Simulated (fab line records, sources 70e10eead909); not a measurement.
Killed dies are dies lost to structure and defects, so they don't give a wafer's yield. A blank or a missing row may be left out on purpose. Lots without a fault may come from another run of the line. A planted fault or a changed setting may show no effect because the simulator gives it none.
fab line records | flow nand_harc
record lots=5 wafers=15 last_day=24
route steps=1159 shown P_ZERO_WELL@29 END@1159
lots that met no fault: from a run of the same line without faults
start_h: hours from the record's first day to the start of the lot's first wafer shown | wait_h: hours since the lot's step before | " the same as in the row above | L1.1+2: a row that stands for several wafers | - no value, or no start given | * or withheld: withheld | < > ~ a bound
route shown NAME@n: a module of which the file shows steps, and the number in the route of the first | usual: mean/standard deviation of fault-free wafers | same: alike in all rows | chamber/n: place in a boat | sites: the reading at each site | _std_site: their standard deviation | _edge_site: outer sites' mean less inner sites' | radius_mm: how far each site lies from the wafer's centre | mask NAME#n: copy n | behind: the tool/chamber that last shaped the wafer | hold: why the lot was held/for how many hours/how that ended | device: the transistor (n, p or np) that didn't switch | end of line: the same wafers' tests at the end of the route | a step without rows: its recipe alone | killed: dies lost to structure and defects at the first sort, not the wafer's yield | map: a wafer's dies, x killed, . not, _ none there
set.NAME: the setting as run; set.NAME@STEP: as run at that earlier step | model.NAME: the simulator's own value behind a step, which no gauge read
lots at some steps of the route; a table a step, a row a wafer
services: from which hour (start_h, from the record's first day; less than 0 if before it) a tool's chamber was out of use, for how many hours, and why
## steps
# step NHARC_P_ZERO_WELL_CD_MEAS_24
# recipe target_cd_nm=720 landing_energy_ev=500
# usual cd_nm=720.6/2
# columns lot.wafer tool chamber start_h wait_h cd_nm
L164.1 cd_sem-01 0 20.62 - 717.7
L164.2 " 0 " " 721.9
L164.6 " 0 " " 720.8
L171.3 cd_sem-02 0 62.60 - 721.7
L171.5 " 0 " " 721.6
L171.6 " 0 " " 721.9
L180.3 cd_sem-03 0 116.60 - 718.8
L180.4 " 0 " " 719.7
L180.5 " 0 " " 720.2
L181.1 cd_sem-01 0 122.65 - 718.5
L181.4 " 0 " " 720.6
L181.5 " 0 " " 716.6
L183.1 cd_sem-01 0 134.54 - 721.5
L183.3 " 0 " " 722.2
L183.5 " 0 " " 719.7
# step NHARC_P_ZERO_WELL_HARDBAKE_25
# recipe temp_c=125 time_s=80
# step NHARC_P_ZERO_WELL_DESCUM_26
# recipe time_s=3 o2_flow_sccm=200 ar_flow_sccm=0 bias_power_w=0 chemistry=O2
# usual drypump_motor_current_A=5.73/0.29 oes_product_au=0.998/0.01 rf_vpp_V=57.9/0.88 showerhead_plenum_p_Torr=1.94/0.082 throttle_valve_pct=11.313/0.0086
# columns lot.wafer tool chamber start_h wait_h drypump_motor_current_A oes_product_au rf_hours_counter_h rf_vpp_V showerhead_plenum_p_Torr throttle_valve_pct
L164.2 rie_diel-04 1 20.80 - 6.14 1.009 3.5 57.2 1.93 11.318
L164.1 " 2 " " 5.57 0.992 3.5 57.4 1.85 11.314
L164.6 " 1 " " 6.17 1.018 - 56.8 1.93 11.314
L171.3 rie_diel-12 1 62.76 - 5.14 1.001 1.1 59.1 2.07 11.306
L171.5 " 1 " " 5.15 1.004 - 58.5 2.06 11.315
L171.6 " 2 " " 5.53 0.988 - 59.8 1.98 11.305
L180.3 rie_diel-09 1 116.76 - 5.64 0.984 2.5 56.5 1.87 11.316
L180.4 " 2 " " 6.18 0.991 2.3 58.6 1.84 11.317
L180.5 " 0 " " 5.54 0.998 - 57.7 1.97 11.303
L181.1 rie_diel-09 0 122.82 - 5.54 0.995 2.6 58.6 1.97 11.312
L181.4 " 1 " " 5.70 0.979 2.9 59.0 1.87 11.318
L181.5 " 0 " " 5.55 0.993 - 58.0 1.97 11.311
L183.1 rie_diel-09 2 134.71 - 6.19 0.999 3.9 57.2 1.84 11.323
L183.3 " 0 " " 5.59 1.007 3.8 58.3 1.97 11.316
L183.5 " 2 " " 6.18 1.012 - 56.9 1.84 11.313
# step NHARC_P_ZERO_WELL_IMPLANT_27
# recipe energy_kev=600 dose_cm2=1e+13 tilt_deg=7
# step NHARC_P_ZERO_WELL_IMPLANT_57
# recipe energy_kev=250 dose_cm2=4e+12 tilt_deg=7
# step NHARC_P_ZERO_WELL_IMPLANT_58
# recipe energy_kev=100 dose_cm2=2e+12 tilt_deg=7
# step NHARC_P_ZERO_WELL_STRIP_28
# recipe time_s=840 temp_c=130 chemistry=SPM
# step NHARC_P_ZERO_WELL_DEHYDRATE_29
# recipe temp_c=150 time_s=120
# step NHARC_P_ZERO_WELL_HMDS_30
# recipe time_s=30
# step NHARC_P_ZERO_WELL_COAT_31
# recipe spin_rpm=withheld
# step NHARC_P_ZERO_WELL_SOFTBAKE_32
# recipe temp_c=122 time_s=95
# step NHARC_P_ZERO_WELL_EBR_33
# step NHARC_P_ZERO_WELL_EXPOSE_34
# recipe na=0.6 target_cd_nm=720 dose_mj=22.31 mask_id=P_PWELL
# columns lot.wafer tool chamber start_h wait_h mask
L164.1+2+6 krf_scanner-02 0 22.12 - P_PWELL#0
L171.3+5+6 krf_scanner-03 0 64.09 - P_NWELL#0
L180.3+4+5 krf_scanner-03 0 118.08 - P_PWELL#0
L181.1+4+5 krf_scanner-02 0 124.13 - P_PWELL#0
L183.1+3+5 krf_scanner-01 0 135.95 - P_PWELL#0
# step NHARC_P_ZERO_WELL_PEB_35
# recipe peb_temp_c=118 peb_time_s=85
# step NHARC_P_ZERO_WELL_DEVELOP_36
# recipe time_s=70
# step NHARC_P_ZERO_WELL_CD_MEAS_37
# recipe target_cd_nm=720 landing_energy_ev=500
# usual cd_nm=719.7/1.7
# columns lot.wafer tool chamber start_h wait_h cd_nm
L164.1 cd_sem-02 0 22.28 - 719.3
L164.2 " 0 " " 722.0
L164.6 " 0 " " 721.7
L171.3 cd_sem-03 0 64.24 - -
L171.5 " 0 " " -
L171.6 " 0 " " -
L180.3 cd_sem-03 0 118.23 - 719.9
L180.4 " 0 " " 718.4
L180.5 " 0 " " 720.4
L181.1 cd_sem-03 0 124.30 - 716.2
L181.4 " 0 " " 721.0
L181.5 " 0 " " 719.5
L183.1 cd_sem-03 0 136.11 - 718.2
L183.3 " 0 " " 719.2
L183.5 " 0 " " 720.3
# step NHARC_P_ZERO_WELL_HARDBAKE_38
# recipe temp_c=125 time_s=80
# step NHARC_END_SORT_01
# recipe temp_c=25
# usual killed_at_array=27/11 killed_at_other=0.6/0.89 killed_at_periphery=3.0/2.4 killed_dies=31/12 killed_open=3.2/1.6 killed_short=2.0/1.5
# same gross_dies=677
# columns lot.wafer tool chamber start_h wait_h killed_at_array killed_at_other killed_at_periphery killed_dies killed_open killed_short
L171.3 prober-01 0 491.53 3.1 19 1 657 677 6 0
L171.5 prober-01 0 493.11 3.7 24 0 653 677 5 3
L171.6 prober-01 0 493.90 3.9 15 1 661 677 4 3
# killed by level:class
L171.3 P_ZERO_WELL:area_expose=655 A_CONTACT:chamber_film_flake=5 A_CHANNEL_HOLE_D1:chamber_film_flake=4 A_STAIRCASE:chamber_film_flake=4 A_CONTACT:geometric_particle:open=3 A_ONON_D1:geometric_particle:open=1 A_BLC:geometric_particle:open=1 P_ZERO_WELL:chamber_film_flake=1
L171.5 P_ZERO_WELL:area_expose=649 A_WL_FILL:chamber_film_flake=9 A_CHANNEL_HOLE_D1:chamber_film_flake=4 A_STAIRCASE:chamber_film_flake=3 P_ZERO_WELL:chamber_film_flake=2 P_CONTACT:geometric_particle:short=1 P_M1:geometric_particle:open=1 A_ONON_D1:geometric_particle:short=1
L171.6 P_ZERO_WELL:area_expose=659 A_STAIRCASE:chamber_film_flake=6 A_M0:geometric_particle:open=2 A_CHANNEL_HOLE_D1:chamber_film_flake=2 P_CONTACT:geometric_particle:short=1 P_M0:geometric_particle:open=1 A_CHANNEL_HOLE_D1:geometric_particle:open=1 A_WL_FILL:geometric_particle:short=1
# map L171.3 (x killed, . not)
____________x____________
_________xxxxxxx_________
_______xxxxxxxxxxx_______
______xxxxxxxxxxxxx______
_____xxxxxxxxxxxxxxx_____
____xxxxxxxxxxxxxxxxx____
____xxxxxxxxxxxxxxxxx____
___xxxxxxxxxxxxxxxxxxx___
___xxxxxxxxxxxxxxxxxxx___
__xxxxxxxxxxxxxxxxxxxxx__
__xxxxxxxxxxxxxxxxxxxxx__
_xxxxxxxxxxxxxxxxxxxxxxx_
_xxxxxxxxxxxxxxxxxxxxxxx_
_xxxxxxxxxxxxxxxxxxxxxxx_
_xxxxxxxxxxxxxxxxxxxxxxx_
_xxxxxxxxxxxxxxxxxxxxxxx_
xxxxxxxxxxxxxxxxxxxxxxxxx
xxxxxxxxxxxxxxxxxxxxxxxxx
xxxxxxxxxxxxxxxxxxxxxxxxx
xxxxxxxxxxxxxxxxxxxxxxxxx
xxxxxxxxxxxxxxxxxxxxxxxxx
_xxxxxxxxxxxxxxxxxxxxxxx_
_xxxxxxxxxxxxxxxxxxxxxxx_
_xxxxxxxxxxxxxxxxxxxxxxx_
_xxxxxxxxxxxxxxxxxxxxxxx_
_xxxxxxxxxxxxxxxxxxxxxxx_
__xxxxxxxxxxxxxxxxxxxxx__
__xxxxxxxxxxxxxxxxxxxxx__
___xxxxxxxxxxxxxxxxxxx___
___xxxxxxxxxxxxxxxxxxx___
____xxxxxxxxxxxxxxxxx____
____xxxxxxxxxxxxxxxxx____
_____xxxxxxxxxxxxxxx_____
______xxxxxxxxxxxxx______
_______xxxxxxxxxxx_______
_________xxxxxxx_________
____________x____________
# map L180.5 (x killed, . not)
____________.____________
_________......._________
_______x....x.x..._______
______.............______
_____..............._____
____.................____
____.........x.......____
___...x...x........x..___
___..........x........___
__.....................__
__.....................__
_..............x......x._
_......................._
_......................._
_...................x..._
_......................._
.........................
.........................
.........................
.........................
.x.......................
_......................._
_......................._
_......................._
_......................._
_......................._
__....................x__
__...........x.....x...__
___..............x....___
___...................___
____..............x.x____
____.................____
_____..............._____
______x............______
_______..........._______
_________......._________
____________.____________
## services
# columns tool chamber start_h hours kind
krf_scanner-03 - 1.17 1.4 repair
rie_diel-09 0 7.28 - clean
rie_diel-09 1 7.28 - clean
rie_diel-09 2 7.28 - clean
rie_diel-09 3 7.28 - clean
rie_diel-12 - 25.40 9.0 pm
rie_diel-09 0 31.78 - clean
rie_diel-09 1 31.78 - clean
rie_diel-09 2 31.78 - clean
rie_diel-09 3 31.78 - clean
krf_scanner-02 - 38.00 4.0 pm
krf_scanner-01 - 48.09 3.0 repair
rie_diel-09 0 51.68 6.7 repair
krf_scanner-03 - 53.84 9.0 repair
rie_diel-09 1 56.65 - clean
rie_diel-09 2 56.65 - clean
rie_diel-09 3 56.65 - clean
rie_diel-09 - 77.28 9.0 pm
rie_diel-09 0 77.28 9.0 vent_cycle
krf_scanner-01 - 84.00 4.0 pm
rie_diel-09 - 91.43 2.2 repair
krf_scanner-02 - 104.27 1.6 repair
rie_diel-04 - 111.90 9.0 pm
krf_scanner-03 - 127.41 2.0 repair
## key
first_sign step=NHARC_P_ZERO_WELL_EXPOSE_34 reading=mask direction=changed
effect step=NHARC_P_ZERO_WELL_CD_MEAS_37 reading=cd_nm direction=missing
effect step=NHARC_END_SORT_01 reading=killed_at_periphery direction=up sigmas=99+ usual=3.0 struck=657
more_kills_born_at NHARC_P_ZERO_WELL_EXPOSE_34@krf_scanner-03=1963
met_at NHARC_P_ZERO_WELL_EXPOSE_34
struck_wafers L171.3,L171.5,L171.6
later_rows_left_out L171.3,L171.5,L171.6
tester_left_out L171
fault kind=wrong_mask tool=any chamber=- onset_h=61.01 steps=NHARC_P_ZERO_WELL_EXPOSE_34 aux_copy=P_NWELL#0 scope=struck_lots_only
# tester_left_out: of these lots the tester's yield and bins aren't shown, on N5 and GAA mostly nor the transistor test; their killed dies are dies lost to structure and defects alone, not to doping, threshold or leakage, so they don't give the yield
# later_rows_left_out: the simulator's readings of these wafers behind a module that went badly wrong aren't trusted and aren't shown, but for the sort
